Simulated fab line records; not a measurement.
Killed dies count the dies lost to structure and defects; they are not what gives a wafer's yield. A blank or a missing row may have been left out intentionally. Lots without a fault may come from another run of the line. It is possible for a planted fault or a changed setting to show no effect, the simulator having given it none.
Struck lot and sound lot, side by side ; flow n5Finfet ; 37 steps out of a route of 1938
Sound: these wafers, L289.3, L289.4, L289.6. Struck: wafers L277.2, L277.3, L277.4. The cause is named last.
For every step that has rows: the tool of each side, followed by ch and its chambers, followed by its first start. Under that, the readings that differ: sound wafers ; struck wafers ; difference of the means ; sigmas: that difference in standard deviations of wafers without a fault.
alike: readings whose means differ by less than 2 such deviations, and words and numbers that are the same on both sides. not compared: withheld readings, readings that some wafer has no value for, bounds like >300 that may hide the same value, and numbers for which the record gives no deviation and whose values overlap.
The two part at a step that has a row with sigmas, a row that says differs or no value, or rows on one side only. Non-overlapping numbers with no deviation appear without sigmas and do not part them. A reading that every wafer of one side lacks parts them only if that side has two wafers or more.

first, 9 steps without rows for these wafers: N5_BEOL_M8_SURFACE_TREAT_79; N5_BEOL_M8_CVD_78 (deposits Co from CCTBA/H2, target thk 2 nm, time 142.3 s); N5_BEOL_M8_SPUTTER_48 (material Cu, target thk 10 nm, time 1.667 s); N5_BEOL_M8_ECD_50 (material Cu, target thk 300 nm); N5_BEOL_M8_ANNEAL_51 (time 90 s); N5_BEOL_M8_CMP_52 (polishes, stops on SiCOH lowk, t overpolish 6.9 s, target thk 80 nm); N5_BEOL_M8_PRE_CLEAN_55 (time 15 s); N5_BEOL_M8_DEP_56 (deposits SiCN from 3MS/NH3, target thk 10 nm, time 17.5 s); N5_BEOL_M9_ILD_DEP_00 (deposits SiCOH lowk from DEMS/porogen, target thk 308.51 nm, time 58 s).
N5_BEOL_M9_CURE_71: cures SiCOH lowk, time 240 s.
  sound on uvCure-03 ch 2, day 14 23:49; struck on uvCure-03 ch 2, day 12 01:41
  no value came back on the struck wafers for lampPowerPct (%), runLengthS (s), wafer_temp_C_max; on the sound wafers lampPowerPct (%) reads 52.25 52.27 52.46
reading;sound;struck;difference;sigmas
model.SiCOH_lowk_of_BEOL_M9_ILD_DEP_00.thkNm (nm);264.6 271.2 274.2;309.8 307.6 315.2;+40.9;
N5_BEOL_M9_THK_MEAS_01:
  sound on filmMetro-01 at day 15 00:10; struck on filmMetro-02 at day 12 02:08
reading;sound;struck;difference;sigmas
M9_ILD_THK (nm);264 271 274;310 307 315;+41;+11
then, 24 steps without rows for these wafers: N5_BEOL_M9_PECVD_70 (deposits SiO2 from TEOS/O2, target thk 20 nm, time 22.7 s); N5_BEOL_M9_HM_DEP_02 (deposits TiN, target thk 20 nm); N5_BEOL_M9_COAT_59 (time 60 s, resist thk 100 nm); N5_BEOL_M9_COAT_60 (time 60 s, resist thk 30 nm); N5_BEOL_M9_COAT_05 (resist thk 90 nm); N5_BEOL_M9_EBR_07; N5_BEOL_M9_SOFTBAKE_06 (time 60 s); N5_BEOL_M9_EXPOSE_08 (exposes mask M9); N5_BEOL_M9_PEB_09 (peb time 60 s); N5_BEOL_M9_DEVELOP_10 (develop time 30 s); N5_BEOL_M9_DESCUM_16 (chemistry O2, time 7.9 s); N5_BEOL_M9_ETCH_61 (etches SiARC in CF4, target depth 39 nm, time 65 s); N5_BEOL_M9_ETCH_62 (etches SOC in N2/H2, target depth 110 nm, overetch 22 nm, time 165 s); N5_BEOL_M9_STRIP_68 (strips in N2/H2); N5_BEOL_M9_STRIP_67 (strips in CF4); N5_BEOL_M9_HM_OPEN_17 (chemistry Cl2/BCl3, target TiN, target depth 20 nm, overetch 6 nm); N5_BEOL_M9_STRIP_19 (strips in O2); N5_BEOL_M9_COAT_63 (time 60 s, resist thk 60 nm); N5_BEOL_M9_COAT_64 (time 60 s, resist thk 12 nm); N5_BEOL_M9_COAT_75 (time 60 s, resist thk 5 nm); N5_BEOL_M9_COAT_22 (resist thk 30 nm); N5_BEOL_M9_EBR_24; N5_BEOL_M9_SOFTBAKE_23 (time 60 s); N5_BEOL_M9_EXPOSE_25 (exposes mask V8).
N5_BEOL_M9_CMP_52: polishes, stops on SiCOH lowk, t overpolish 7 s, target thk 140 nm.
  sound on cmp-03 ch 0,1,3, day 15 05:22; struck on cmp-03 ch 0,2,3, day 12 07:01
reading;sound;struck;difference;sigmas
model.SiCOH_lowk_of_BEOL_M9_ILD_DEP_00.thkNm (nm);261.6 268.2 271.2;306.8 304.6 312.2;+40.9;
  alike: clearingPlatenRpm, motorCurrentA
-- record jumps: 3 days separate the struck wafers' starts on either side; left off in module BEOL_M9, taken up again in module PASSIVATION, whose first shown step is the route's number 1936 --
N5_PASSIVATION_PROBE_49:
  sound on prober-02 at day 17 16:03; struck on prober-01 at day 14 23:14
  alike: defectLimitedYield, killed_at_M0_to_M3, killed_at_M4_up, killedAtContacts, killedAtFrontEnd, killedAtOther, killedDies, killedOpen, killedShort, sort_bin_4_leakage, sort_bin_5_function, sort_bin_6_memory, sortNPass, sortYieldPct

## WHERE THEY PART
First at N5_BEOL_M9_CURE_71; last, within this record, at N5_BEOL_M9_THK_MEAS_01. Later steps at which nothing parts them and some readings are alike: N5_BEOL_M9_CMP_52, N5_PASSIVATION_PROBE_49.

WHY: the cause the simulator had injected
Entire step skipped (uvCure-03, N5_BEOL_M9_CURE_71), from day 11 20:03 onward. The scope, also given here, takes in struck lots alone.
